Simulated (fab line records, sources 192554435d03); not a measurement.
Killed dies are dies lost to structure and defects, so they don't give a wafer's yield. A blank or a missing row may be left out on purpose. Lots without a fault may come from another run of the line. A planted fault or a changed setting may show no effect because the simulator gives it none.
Chamber matching | flow n5_finfet | N5_BEOL_M4_DEP_57 on pecvd-02: 3 sister chambers
The step deposits SiCN from 3MS/NH3, target thk 8 nm, time 14 s. 3 wafers are shown with their chamber, then 7 later ones without.

WAFERS WITH THEIR CHAMBER
wafer  | chamber | showerhead_plenum_p_Torr (Torr)
L081.6 | 0       | 3.680
L082.2 | 1       | 3.653
L082.3 | 2       | 3.688

WAFERS WITHOUT THEIR CHAMBER
wafer  | showerhead_plenum_p_Torr (Torr)
L082.6 | 3.656
L087.2 | 3.688
L087.3 | 3.683
L087.6 | 3.685
L095.1 | 3.689
L095.2 | 3.673
L095.4 | 3.680

WHICH CHAMBER EACH WENT THROUGH
wafer  | from the rows above     | in truth
L082.6 | 1                       | 1
L087.2 | 2                       | 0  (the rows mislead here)
L087.3 | can't be placed: 0 or 2 | 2
L087.6 | can't be placed: 2 or 0 | 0
L095.1 | 2                       | 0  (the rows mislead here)
L095.2 | 0                       | 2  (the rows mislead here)
L095.4 | 0                       | 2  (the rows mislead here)
Placed correctly: 1 of 7. Can't be placed from these rows: 2 (the true chamber is among the candidates in 2). Placed wrongly: 4.
How it was worked out, from the rows above alone: a wafer's distance from a chamber is the root of the sum, over the readings, of the square of ((its reading less the chamber's mean) divided by the reading's scatter). The wafer belongs to the nearest chamber; if the next one is less than 2 further off, it can't be placed. A chamber's mean is the mean of its shown wafers. The scatter: with one shown wafer a chamber, the root of the mean of the squares of how far each hidden wafer lies from its nearest shown one.
